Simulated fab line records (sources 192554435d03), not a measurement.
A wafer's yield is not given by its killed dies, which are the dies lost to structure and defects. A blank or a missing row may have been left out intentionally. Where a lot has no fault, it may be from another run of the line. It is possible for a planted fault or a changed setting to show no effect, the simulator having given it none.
Which tool was responsible? | flow n5-finfet | 30 wafers from 10 lots sampled at 5 of the route's 1938 steps

== WHAT THE GAUGES READ, wafer by wafer ==
N5_BEOL_M9_CD_MEAS_11: the cd target is 64.1 nm. Usual: 64.0 nm for cd-nm, sd 0.54.
lot  | measured     | on        | cd-nm (nm)     | flag
L864 | day 9 14:47  | cd-sem-01 | 64.7 65.2 64.8 |
L867 | day 10 08:29 | cd-sem-03 | 63.9 63.8 63.3 |
L873 | day 12 04:24 | cd-sem-02 | 63.8 63.4 64.1 |
L874 | day 12 11:23 | cd-sem-02 | 63.7 63.9 63.7 |
L879 | day 13 05:56 | cd-sem-03 | 64.4 64.5 64.5 |
L881 | day 13 11:07 | cd-sem-02 | 63.8 63.5 63.7 |
L882 | day 13 18:14 | cd-sem-02 | 65.1 64.8 64.9 |
L880 | day 13 23:07 | cd-sem-03 | 63.3 64.6 63.7 |
L887 | day 15 02:46 | cd-sem-02 | 64.1 64.0 64.3 |
L885 | day 15 03:29 | cd-sem-03 | 63.1 63.2 63.7 |

N5_BEOL_M9_CD_MEAS_18: pitch 140 nm, target cd 70 nm. Usual: 69.9 nm for cd-nm, sd 0.58.
lot  | measured     | on        | cd-nm (nm)     | flag
L864 | day 9 15:47  | cd-sem-03 | 70.8 71.5 70.9 |
L867 | day 10 09:02 | cd-sem-03 | 69.5 69.7 69.7 |
L873 | day 12 05:41 | cd-sem-02 | 69.1 69.4 70.2 |
L874 | day 12 12:35 | cd-sem-02 | 70.0 69.7 69.3 |
L879 | day 13 07:38 | cd-sem-03 | 70.4 70.8 70.3 |
L881 | day 13 12:46 | cd-sem-03 | 69.6 71.8 71.9 |
L882 | day 13 18:46 | cd-sem-01 | 71.0 70.7 71.0 |
L880 | day 13 23:40 | cd-sem-01 | 69.6 72.2 72.5 |
L887 | day 15 03:59 | cd-sem-02 | 70.0 69.5 70.3 |
L885 | day 15 04:17 | cd-sem-01 | 68.8 69.5 69.4 |

== EACH LOT AND THE TOOL THAT RAN IT (in order: tool; ch and the chambers of the sampled wafers; start) ==
lot  | N5_BEOL_M9_HM_DEP_02         | N5_BEOL_M9_ETCH_62                 | N5_BEOL_M9_STRIP_19
L864 | pvd-sputter-02, day 9 14:25  | rie-diel-01 ch 0,1,2, day 9 15:11  | rie-diel-01 ch 2,3, day 9 15:43
L867 | pvd-sputter-03, day 10 08:07 | rie-diel-03 ch 1,2,3, day 10 08:40 | rie-diel-01 ch 1,2,3, day 10 08:58
L873 | pvd-sputter-01, day 12 03:55 | rie-diel-03 ch 0,1, day 12 04:48   | rie-diel-01 ch 0,2,3, day 12 05:37
L874 | pvd-sputter-03, day 12 11:01 | rie-diel-01 ch 0,1,2, day 12 12:05 | rie-diel-01 ch 0,1,3, day 12 12:31
L879 | pvd-sputter-03, day 13 05:26 | rie-diel-03 ch 0,1,2, day 13 07:10 | rie-diel-01 ch 1,2, day 13 07:34
L881 | pvd-sputter-02, day 13 10:44 | rie-diel-01 ch 0,1,2, day 13 12:22 | rie-diel-03 ch 1,2, day 13 12:41
L882 | pvd-sputter-03, day 13 17:52 | rie-diel-05 ch 1,3, day 13 18:25   | rie-diel-01 ch 0,1,2, day 13 18:42
L880 | pvd-sputter-03, day 13 22:45 | rie-diel-01 ch 2,3, day 13 23:17   | rie-diel-03 ch 0,3, day 13 23:35
L887 | pvd-sputter-01, day 15 02:23 | rie-diel-03 ch 0,1,2, day 15 03:28 | rie-diel-05 ch 0,2, day 15 03:55
L885 | pvd-sputter-02, day 15 03:00 | rie-diel-03 ch 1,2,3, day 15 03:49 | rie-diel-05 ch 0,2,3, day 15 04:13
- N5_BEOL_M9_HM_DEP_02: deposits TiN, target thk 20 nm.
- N5_BEOL_M9_ETCH_62: etches SOC in N2/H2, target depth 110 nm, overetch 22 nm, time 165 s.
- N5_BEOL_M9_STRIP_19: strips in O2.

== AS READ BY THE TOOLS THEMSELVES (means over the sampled wafers that have a number; for cases with no such wafer, the mark the record gives instead) ==
N5_BEOL_M9_HM_DEP_02. Usual: 30.1 % for throttle-valve-pct, sd 0.44.
lot  | tool           | throttle-valve-pct (%) | flag
L864 | pvd-sputter-02 | 30.1                   |
L867 | pvd-sputter-03 | 29.9                   |
L873 | pvd-sputter-01 | 30.1                   |
L874 | pvd-sputter-03 | 30.0                   |
L879 | pvd-sputter-03 | 29.9                   |
L881 | pvd-sputter-02 | 30.1                   |
L882 | pvd-sputter-03 | 29.8                   |
L880 | pvd-sputter-03 | 30.3                   |
L887 | pvd-sputter-01 | 30.2                   |
L885 | pvd-sputter-02 | 30.0                   |

N5_BEOL_M9_ETCH_62. Usual: drypump-motor-current-A 5.8 A, standard deviation 0.39; oes-product-au 0.67 a.u., standard deviation 0.061; rf-vpp-V 523.8 V, standard deviation 1.9; showerhead-plenum-p-Torr 2.54 Torr, standard deviation 0.064; throttle-valve-pct 17.74 %, standard deviation 0.25.
lot  | tool        | drypump-motor-current-A (A) | oes-product-au (a.u.) | rf-vpp-V (V) | showerhead-plenum-p-Torr (Torr) | throttle-valve-pct (%) | flag
L864 | rie-diel-01 | 5.7                         | 0.68                  | 523.7        | 2.53                            | 17.66                  |
L867 | rie-diel-03 | 6.0                         | 0.66                  | 525.4        | 2.59                            | 17.81                  |
L873 | rie-diel-03 | 6.1                         | 0.62                  | 524.2        | 2.57                            | 17.79                  |
L874 | rie-diel-01 | 5.7                         | 0.67                  | 522.2        | 2.52                            | 17.72                  |
L879 | rie-diel-03 | 6.0                         | 0.62                  | 523.3        | 2.54                            | 17.81                  |
L881 | rie-diel-01 | 5.7                         | 0.66                  | 523.5        | 2.52                            | 17.72                  |
L882 | rie-diel-05 | 5.7                         | 0.63                  | 523.6        | 2.52                            | 18.20                  |
L880 | rie-diel-01 | 5.3                         | 0.73                  | 524.0        | 2.54                            | 17.53                  |
L887 | rie-diel-03 | 5.9                         | 0.61                  | 523.5        | 2.53                            | 17.83                  |
L885 | rie-diel-03 | 6.0                         | 0.63                  | 525.3        | 2.58                            | 17.87                  |

N5_BEOL_M9_STRIP_19. Usual: drypump-motor-current-A 5.7 A, standard deviation 0.36; oes-product-au 0.80 a.u., standard deviation 0.073; rf-vpp-V 3.7 V, standard deviation 0.58; showerhead-plenum-p-Torr 2.10 Torr, standard deviation 0.046; throttle-valve-pct 16.59 %, standard deviation 0.23.
lot  | tool        | drypump-motor-current-A (A) | oes-product-au (a.u.) | rf-vpp-V (V) | showerhead-plenum-p-Torr (Torr) | throttle-valve-pct (%) | flag
L864 | rie-diel-01 | 5.5                         | 0.88                  | 3.3          | 2.07                            | 16.36                  |
L867 | rie-diel-01 | 5.5                         | 0.88                  | 3.7          | 2.10                            | 16.44                  |
L873 | rie-diel-01 | 5.5                         | 0.82                  | 3.3          | 2.09                            | 16.50                  |
L874 | rie-diel-01 | 5.5                         | 0.82                  | 3.4          | 2.12                            | 16.58                  |
L879 | rie-diel-01 | 5.7                         | 0.80                  | 3.5          | 2.09                            | 16.59                  |
L881 | rie-diel-03 | 5.9                         | 0.71                  | 3.7          | 2.14                            | 16.71                  |
L882 | rie-diel-01 | 5.7                         | 0.76                  | 3.6          | 2.08                            | 16.64                  |
L880 | rie-diel-03 | 6.2                         | 0.80                  | 3.1          | 2.09                            | 16.56                  |
L887 | rie-diel-05 | 5.5                         | 0.91                  | 3.5          | 2.09                            | 16.50                  |
L885 | rie-diel-05 | 5.4                         | 0.83                  | 4.2          | 2.09                            | 16.69                  |

== THE ANSWER, worked out from the rows above alone ==
Rule: lot off if the mean of its wafers having a number is beyond 3 standard deviations from the usual mean. A lot without any number at a reading at which 4 lots or more have one is off too. Any other lot the step has rows for is counted as sound. The gauges are gone through in route order, then the tools' own readings, and for those a lot's mean is taken as printed above. At the first step where some lot is off, the reading lying furthest off is the one used; lots without a number count as furthest.
None of the lots is off at any reading shown; this tells nothing.

== WHAT WAS PUT IN BY THE SIMULATOR ==
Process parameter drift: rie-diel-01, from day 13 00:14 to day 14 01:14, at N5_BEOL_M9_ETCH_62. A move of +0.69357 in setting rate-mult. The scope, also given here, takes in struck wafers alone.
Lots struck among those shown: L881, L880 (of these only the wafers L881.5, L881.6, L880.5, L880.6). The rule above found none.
